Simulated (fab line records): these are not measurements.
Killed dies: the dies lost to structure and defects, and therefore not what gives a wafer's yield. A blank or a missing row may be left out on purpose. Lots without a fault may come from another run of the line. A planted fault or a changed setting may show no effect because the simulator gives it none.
Struck lot and sound lot, side by side || flow nand-harc || 15 steps out of a route of 1159
Sound: the wafers L168.1, L168.3, L168.5. Struck: wafer L180.3 (left out: L180.4, L180.5 of the same lot, which were not struck); the cause appears at the end.
Each step with rows lists, per side, the tool, then ch with its chambers, then its first start. Under that, the readings that differ: sound wafers || struck wafers || difference of the means || sigmas: that difference in standard deviations of wafers without a fault.
alike: a reading whose means differ by less than 2 such deviations, as well as words and numbers matching on both sides. not compared: withheld readings; readings where some wafer has no value; bounds like >300 that might hide an equal value; numbers whose values overlap and for which the record gives no deviation.
The two part at a step that has a row with sigmas, a row that says differs or no value, or rows on one side only. When numbers do not overlap yet have no deviation, they are printed without sigmas and do not part them. Lack of a reading on every wafer of one side parts them only where that side has two or more wafers.

first, 5 steps without rows for these wafers: NHARC_A_CONTACT_SOFTBAKE_03 (time 55 s); NHARC_A_CONTACT_EBR_04; NHARC_A_CONTACT_EXPOSE_05 (exposes mask A CC); NHARC_A_CONTACT_PEB_06 (peb time 65 s); NHARC_A_CONTACT_DEVELOP_07 (develop time 35 s).
NHARC_A_CONTACT_CD_MEAS_08: target cd 100 nm.
  sound on cd-sem-02 ch 0, day 17 03:58; struck on cd-sem-03 ch 0, day 19 17:38
  alike: cd-nm
NHARC_A_CONTACT_OVL_MEAS_09:
  sound on overlay-02, day 17 04:04; struck on overlay-01, day 19 17:43
  alike: overlay-x-nm, overlay-y-nm
NHARC_A_CONTACT_INSPECT_10:
  sound on defect-inspect-02, day 17 04:06; struck on defect-inspect-01, day 19 17:46
  alike: raw-defect-count
NHARC_A_CONTACT_DESCUM_13: chemistry O2, time 3 s.
  sound on rie-diel-13 ch 0,1,2, day 17 04:10; struck on rie-diel-08 ch 1, day 19 17:50
{"reading": "oes-product-au (a.u.)", "sound": "0.977 0.981 1.005", "struck": 1.017, "difference": "+0.029", "sigmas": "+2"}
  alike: drypump-motor-current-A, rf-vpp-V, showerhead-plenum-p-Torr, throttle-valve-pct
  not compared: rf-hours-counter-h
NHARC_A_CONTACT_ETCH_88: etches the open film in CF4, target depth 39 nm, time 65 s.
  sound on rie-diel-13 ch 1,3, day 17 04:19; struck on rie-diel-08 ch 2, day 19 18:00
{"reading": "drypump-motor-current-A (A)", "sound": "6.0 6.1 6.0", "struck": 5.0, "difference": -1.0, "sigmas": -2}
  alike: oes-product-au, rf-vpp-V, showerhead-plenum-p-Torr, throttle-valve-pct
  not compared: rf-hours-counter-h
NHARC_A_CONTACT_ETCH_89: etches the open film in N2/H2, target depth 260 nm, time 475.3 s.
  sound: rie-diel-13 ch 0,1,2; struck: rie-diel-08 ch 1
  alike: drypump-motor-current-A, oes-product-au, rf-vpp-V, showerhead-plenum-p-Torr, throttle-valve-pct
  not compared: rf-hours-counter-h
NHARC_A_CONTACT_ETCH_30: etches the open film in CF4/CHF3, target depth 60.5 nm, time 30.2 s.
  sound: rie-diel-13 ch 1,2,3; struck: rie-diel-08 ch 0
  alike: drypump-motor-current-A, oes-product-au, rf-vpp-V, showerhead-plenum-p-Torr, throttle-valve-pct
  not compared: rf-hours-counter-h
NHARC_A_CONTACT_ETCH_31: etches the open film in O2/COS, target depth 2000 nm, time 520 s.
  sound on rie-diel-13 ch 0,1,3, day 17 04:52; struck on rie-diel-08 ch 1, day 19 18:42
{"reading": "oes-product-au (a.u.)", "sound": "1.008 0.998 1.007", "struck": 0.835, "difference": -0.169, "sigmas": -15}
  alike: drypump-motor-current-A, rf-vpp-V, showerhead-plenum-p-Torr, throttle-valve-pct
  not compared: rf-hours-counter-h
NHARC_A_CONTACT_ETCH_134: etches the open film in C4F8/O2/Ar, time 140 s, target depth 700 nm.
  sound on har-cap-etch-03 ch 0,1, day 17 05:13; struck on har-cap-etch-03 ch 1, day 19 19:08
  not compared: rf-hours-counter-h
-- jump in the record: it breaks off in module A_CONTACT and resumes in module END (first step shown: number 1159 of the route), and 3 days separate the struck wafers' starts before and after --
NHARC_END_SORT_01:
  sound on prober-01 ch 0, day 19 14:38; struck on prober-01 ch 0, day 22 07:31
{"reading": "hold", "sound": "- - -", "struck": "await-dispo/1.3h/release", "difference": "no value on the sound wafers", "sigmas": ""}
{"reading": "killed-at-array", "sound": "17 17 11", "struck": 674, "difference": "+659", "sigmas": "+60"}
{"reading": "killed-dies", "sound": "23 26 14", "struck": 677, "difference": "+656", "sigmas": "+60"}
  alike: killed-at-other, killed-at-periphery, killed-open, killed-short

== WHERE THEY PART ==
Last at NHARC_END_SORT_01 as far as this record goes, first at NHARC_A_CONTACT_DESCUM_13.

WHY: what had been put in by the simulator
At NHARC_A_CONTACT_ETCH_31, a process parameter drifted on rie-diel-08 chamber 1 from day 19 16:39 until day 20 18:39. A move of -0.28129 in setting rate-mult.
